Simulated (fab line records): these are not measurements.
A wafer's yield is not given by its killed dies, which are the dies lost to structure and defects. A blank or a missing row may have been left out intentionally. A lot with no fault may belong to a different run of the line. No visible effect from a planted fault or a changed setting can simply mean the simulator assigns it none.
2 desks, one fault	flow nand harc	numbers are kept per desk, each desk with only its own; the story behind them comes last

## THE TOOL OWNER'S DESK: cmp-02
The tool's own readings at NHARC_A_M1_CMP_23 (polishes, t overpolish 20 s, target thk 154.34 nm): means of the sampled wafers that have a number, for each lot that ran on this tool. Any lot whose mean is over 4 standard deviations away from the usual mean is out of limits and marked OUT; that distance is given in the brackets.
Columns: A = motor current A at NHARC_A_M1_CMP_23, usual 12.0 A; B = time to endpoint s at NHARC_A_M1_CMP_23, usual 29.3 s
lot	first seen here	A	B
L175	day 17 15:58	11.8	27.4
L179	day 18 07:16	11.8	29.2
L184	day 20 06:52	12.2	32.2
L185	day 20 16:57	12.1	30.2
This desk's finding: nothing out of limits on any of the 4 lots.

## THE METROLOGY DESK
Lot by lot, what the gauges showed, no matter which tool ran the lot: averages of those sampled wafers that carry a number. Any lot whose mean is over 4 standard deviations away from the usual mean is out of limits and marked OUT; that distance is given in the brackets.
Columns: A = thk nm at NHARC_THIN_TSV_THK_MEAS_02, usual 2954 nm; B = cd nm at NHARC_THIN_TSV_CD_MEAS_12, usual 1000.1 nm
lot	first seen here	A	B
L175	day 18 14:04	2941	1002.7
L178	day 18 21:10	2717	1001.4
L180	day 18 22:20	3112	1000.3
L179	day 18 23:32	2633	999.0
L176	day 19 00:43	3396	998.6
L177	day 19 04:59	2878	998.5
L181	day 20 00:38	2777	998.5
L184	day 21 05:29	3095	999.1
L186	day 21 12:25	2905	998.2
L185	day 21 14:37	2898	1000.3
L190	day 22 14:09	2828	999.8
L194	day 23 05:39	3210	1002.0
This desk's finding: nothing out of limits on any of the 12 lots.

## TAKEN TOGETHER
Nothing out of limits was seen by the tool owner's desk.
Metrology desk: nothing out of limits seen.

## WHAT WAS PUT IN BY THE SIMULATOR
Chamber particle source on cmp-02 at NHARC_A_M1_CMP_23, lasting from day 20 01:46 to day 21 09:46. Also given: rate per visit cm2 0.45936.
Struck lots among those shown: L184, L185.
